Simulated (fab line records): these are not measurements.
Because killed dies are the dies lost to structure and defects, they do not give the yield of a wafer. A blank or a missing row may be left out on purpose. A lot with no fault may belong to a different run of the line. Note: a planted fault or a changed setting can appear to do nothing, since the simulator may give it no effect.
Chamber matching | flow n5_finfet | 3 sister chambers for N5_GATE_CUT_HM_DEP_46 on pecvd-04
The step deposits SiO2 from TEOS/O2, target thk 130 nm, time 26.6 s. 20 wafers are shown with their chamber, then 10 later ones without.

== WAFERS WITH THEIR CHAMBER ==
wafer  | chamber | throttle_valve_pct (%) | showerhead_vpp_V (V) | showerhead_plenum_p_Torr (Torr)
L074.1 | 2       | 18.7                   | 1781                 | 8.41
L074.4 | 0       | 18.8                   | 1999                 | 8.30
L074.6 | 1       | 21.1                   | 1813                 | 8.38
L075.1 | 0       | 18.6                   | 2045                 | 8.30
L075.2 | 1       | 20.9                   | 1808                 | 8.42
L075.6 | 0       | 18.8                   | 2092                 | 8.30
L078.2 | 1       | 20.7                   | 1836                 | 8.37
L078.3 | 0       | 19.0                   | 2069                 | 8.31
L078.6 | 1       | 20.8                   | 1844                 | 8.41
L080.2 | 0       | 18.9                   | 2073                 | 8.30
L080.4 | 1       | 21.1                   | 1816                 | 8.40
L080.5 | 2       | 18.6                   | 1791                 | 8.41
L079.1 | 0       | 18.7                   | 2019                 | 8.31
L079.4 | 1       | 20.9                   | 1812                 | 8.39
L079.6 | 2       | 18.7                   | 1762                 | 8.41
L081.1 | 2       | 18.6                   | 1835                 | 8.40
L081.2 | 0       | 18.6                   | 2052                 | 8.30
L081.6 | 0       | 18.9                   | 2061                 | 8.28
L088.2 | 2       | 18.6                   | 1773                 | 8.39
L088.3 | 0       | 18.8                   | 2048                 | 8.32

SIGNATURES (means of the wafers above)
reading                  | chamber 0 | chamber 1 | chamber 2 | scatter within a chamber
throttle_valve_pct       | 18.789    | 20.917    | 18.640    | 0.13
showerhead_vpp_V         | 2050.89   | 1821.50   | 1788.40   | 25
showerhead_plenum_p_Torr | 8.3022    | 8.3950    | 8.4040    | 0.0133
Rule: distance of a wafer from a chamber = root of the sum over the readings of ((wafer's reading minus chamber's mean) / reading's scatter) squared. The wafer belongs to the nearest chamber; if the next one is less than 2 further off, it can't be placed. How the scatter is found: for the shown wafers, subtract from each reading the mean of its chamber, square and add these, divide the total by (wafers less chambers), then take the root.

== WAFERS WITH NO CHAMBER GIVEN ==
wafer  | throttle_valve_pct (%) | showerhead_vpp_V (V) | showerhead_plenum_p_Torr (Torr)
L088.6 | 18.6                   | 1799                 | 8.42
L090.2 | 21.0                   | 1838                 | 8.38
L090.4 | 18.8                   | 2082                 | 8.33
L090.6 | 18.8                   | 1795                 | 8.43
L092.1 | 18.8                   | 2072                 | 8.29
L092.2 | 20.6                   | 1791                 | 8.39
L092.4 | 18.7                   | 2036                 | 8.31
L095.2 | 21.2                   | 1823                 | 8.37
L095.5 | 18.7                   | 1798                 | 8.41
L095.6 | 21.0                   | 1781                 | 8.38

== CHAMBER TAKEN BY EACH ==
wafer  | from the rows above | in truth
L088.6 | 2                   | 2
L090.2 | 1                   | 1
L090.4 | 0                   | 0
L090.6 | 2                   | 2
L092.1 | 0                   | 0
L092.2 | 1                   | 1
L092.4 | 0                   | 0
L095.2 | 1                   | 1
L095.5 | 2                   | 2
L095.6 | 1                   | 1
Correct placement for 10 of the 10. Can't be placed from these rows: 0. Number placed wrongly: 0.
